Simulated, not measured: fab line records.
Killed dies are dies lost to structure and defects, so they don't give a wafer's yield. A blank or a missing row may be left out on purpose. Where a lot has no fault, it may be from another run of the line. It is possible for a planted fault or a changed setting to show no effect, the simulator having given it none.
Chamber matching | flow n5Finfet | 4 sister chambers for N5_BEOL_M2_ETCH_70 on rieDiel-06
The step etches SOC in N2/H2, target depth 80 nm, overetch 24 nm, time 130 s. 14 wafers are shown with their chamber, then 7 later ones without.

## WAFERS, EACH WITH ITS CHAMBER
wafer  | chamber | drypumpMotorCurrentA (A) | throttleValvePct (%) | showerheadPlenumPTorr (Torr)
L076.1 | 2       | 5.1                      | 18.16                | 2.43
L076.3 | 1       | 5.9                      | 18.52                | 2.40
L076.4 | 3       | 5.8                      | 17.64                | 2.70
L079.1 | 0       | 5.8                      | 18.26                | 2.51
L079.4 | 3       | 5.7                      | 17.66                | 2.70
L079.6 | 2       | 5.1                      | 18.16                | 2.43
L082.1 | 2       | 5.1                      | 18.17                | 2.42
L082.5 | 0       | 5.8                      | 18.29                | 2.51
L082.6 | 1       | 5.9                      | 18.10                | 2.72
L083.4 | 2       | 5.1                      | 18.19                | 2.42
L083.5 | 1       | 5.9                      | 18.11                | 2.72
L083.6 | 3       | 5.7                      | 17.68                | 2.70
L087.1 | 1       | 5.9                      | 18.12                | 2.71
L087.2 | 0       | 5.8                      | 18.32                | 2.51

SIGNATURES, as means of the wafers listed above
reading               | chamber 0 | chamber 1 | chamber 2 | chamber 3 | scatter within a chamber
drypumpMotorCurrentA  | 5.800     | 5.900     | 5.100     | 5.733     | 0.0258
throttleValvePct      | 18.2900   | 18.2125   | 18.1700   | 17.6600   | 0.114
showerheadPlenumPTorr | 2.5100    | 2.6375    | 2.4250    | 2.7000    | 0.0868
Rule: for a wafer and a chamber, the distance is found by dividing, reading by reading, the gap between the wafer's reading and the chamber's mean by the reading's scatter, squaring, summing and taking the root. If the next closest chamber is less than 2 further off than the closest, the wafer can't be placed; otherwise it belongs to the closest. How the scatter is found: for the shown wafers, subtract from each reading the mean of its chamber, square and add these, divide the total by (wafers less chambers), then take the root.

## WAFERS MISSING THEIR CHAMBER
wafer  | drypumpMotorCurrentA (A) | throttleValvePct (%) | showerheadPlenumPTorr (Torr)
L087.6 | 5.1                      | 18.21                | 2.42
L096.3 | 5.9                      | 18.16                | 2.70
L096.4 | 5.8                      | 17.88                | 2.50
L096.5 | 5.8                      | 17.89                | 2.50
L097.2 | 5.9                      | 18.16                | 2.70
L097.3 | 5.8                      | 17.74                | 2.68
L097.4 | 5.1                      | 18.26                | 2.41

## CHAMBER TAKEN BY EACH
wafer  | from the rows above          | in truth
L087.6 | 2                            | 2
L096.3 | 1                            | 1
L096.4 | can't be placed: 0 or 3 or 1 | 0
L096.5 | can't be placed: 0 or 3 or 1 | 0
L097.2 | 1                            | 1
L097.3 | 3                            | 3
L097.4 | 2                            | 2
Placed correctly: 5 of 7. Cannot be placed on the basis of these rows: 2; the candidates contain the true chamber in 2. Wrongly placed: 0.
